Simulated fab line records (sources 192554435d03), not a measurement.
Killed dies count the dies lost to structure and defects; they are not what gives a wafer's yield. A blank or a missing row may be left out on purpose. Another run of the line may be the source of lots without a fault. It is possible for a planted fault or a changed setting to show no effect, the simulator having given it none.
Chamber matching	flow n5_finfet	N5_SDB_ETCH_25 on rie_diel-04: 4 sister chambers
The step etches SiO2 in C4F6/O2, target depth 10 nm, time 3.3 s. 16 wafers are shown with their chamber, then 8 later ones without.

WAFERS, EACH WITH ITS CHAMBER
wafer	chamber	showerhead_plenum_p_Torr (Torr)	throttle_valve_pct (%)	drypump_motor_current_A (A)
L083.1	2	2.82	21.37	5.3
L083.3	1	2.94	20.95	5.5
L083.6	2	2.82	21.39	5.3
L085.4	2	2.81	21.40	5.3
L085.5	1	2.94	20.95	5.5
L085.6	0	3.01	21.07	5.6
L087.1	0	3.01	21.09	5.6
L087.2	1	2.94	20.97	5.5
L087.3	2	2.81	21.40	5.3
L088.1	1	2.94	20.96	5.5
L088.2	2	2.81	21.40	5.3
L088.3	0	3.01	21.09	5.6
L091.3	3	2.81	20.77	6.0
L091.4	0	3.00	21.09	5.5
L091.6	2	2.81	21.41	5.3
L093.1	0	3.00	21.09	5.6

SIGNATURES, as means of the wafers listed above
reading	chamber 0	chamber 1	chamber 2	chamber 3	scatter within a chamber
showerhead_plenum_p_Torr	3.0060	2.9400	2.8133	2.8100	0.00459
throttle_valve_pct	21.0860	20.9575	21.3950	20.7700	0.0113
drypump_motor_current_A	5.580	5.500	5.300	6.000	0.0258
Rule: distance of a wafer from a chamber = root of the sum over the readings of ((wafer's reading minus chamber's mean) / reading's scatter) squared. If the next closest chamber is less than 2 further off than the closest, the wafer can't be placed; otherwise it belongs to the closest. The scatter is the square root of a quotient: the sum, over the shown wafers, of each reading's squared deviation from its chamber's mean, divided by wafers minus chambers.

WAFERS WITH NO CHAMBER GIVEN
wafer	showerhead_plenum_p_Torr (Torr)	throttle_valve_pct (%)	drypump_motor_current_A (A)
L093.4	2.81	21.43	5.3
L093.6	2.80	20.78	6.1
L094.1	2.80	20.81	6.1
L094.2	3.00	21.09	5.6
L094.3	2.81	21.43	5.3
L095.3	2.80	20.81	6.0
L095.5	2.80	21.44	5.3
L095.6	2.80	20.79	6.1

WHICH CHAMBER EACH ONE RAN IN
wafer	from the rows above	in truth
L093.4	2	2
L093.6	3	3
L094.1	3	3
L094.2	0	0
L094.3	2	2
L095.3	3	3
L095.5	2	2
L095.6	3	3
Correctly placed: 8 of 8. Can't be placed from these rows: 0. Number placed wrongly: 0.
